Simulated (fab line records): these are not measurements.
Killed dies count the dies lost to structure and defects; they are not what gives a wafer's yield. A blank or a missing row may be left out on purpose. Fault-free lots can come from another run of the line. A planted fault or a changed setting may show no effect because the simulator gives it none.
Matching of chambers || flow nandHarc || 4 sister chambers for NHARC_A_SLIT_ETCH_29 on rieDiel-01
The step etches the open film in CF4/O2, target depth 100 nm, overetch 10 nm, time 55 s. 4 wafers are shown with their chamber, then 7 later ones without.

== WAFERS WITH THEIR CHAMBER ==
{"wafer": "L916.5", "chamber": 0, "drypumpMotorCurrentA (A)": 6.7}
{"wafer": "L916.6", "chamber": 1, "drypumpMotorCurrentA (A)": 5.4}
{"wafer": "L925.1", "chamber": 2, "drypumpMotorCurrentA (A)": 5.8}
{"wafer": "L925.3", "chamber": 3, "drypumpMotorCurrentA (A)": 6.5}

== WAFERS MISSING THEIR CHAMBER ==
{"wafer": "L925.6", "drypumpMotorCurrentA (A)": 5.4}
{"wafer": "L927.2", "drypumpMotorCurrentA (A)": 6.5}
{"wafer": "L927.3", "drypumpMotorCurrentA (A)": 5.4}
{"wafer": "L927.6", "drypumpMotorCurrentA (A)": 6.4}
{"wafer": "L929.3", "drypumpMotorCurrentA (A)": 6.4}
{"wafer": "L929.4", "drypumpMotorCurrentA (A)": 5.9}
{"wafer": "L929.5", "drypumpMotorCurrentA (A)": 6.7}

== WHICH CHAMBER EACH ONE RAN IN ==
{"wafer": "L925.6", "from the rows above": 1, "in truth": 1}
{"wafer": "L927.2", "from the rows above": 3, "in truth": 3}
{"wafer": "L927.3", "from the rows above": 1, "in truth": 1}
{"wafer": "L927.6", "from the rows above": 3, "in truth": 3}
{"wafer": "L929.3", "from the rows above": 3, "in truth": 3}
{"wafer": "L929.4", "from the rows above": 2, "in truth": 2}
{"wafer": "L929.5", "from the rows above": 0, "in truth": 0}
Placed correctly: 7 of 7. Left unplaced by these rows: 0. 0 placed wrongly.
How it was worked out, from the rows above alone: a wafer's distance from a chamber is the root of the sum, over the readings, of the square of ((its reading less the chamber's mean) divided by the reading's scatter). The wafer belongs to the nearest chamber; if the next one is less than 2 further off, it can't be placed. The mean given for a chamber averages the wafers shown for that chamber. The scatter: with one shown wafer a chamber, the root of the mean of the squares of how far each hidden wafer lies from its nearest shown one.
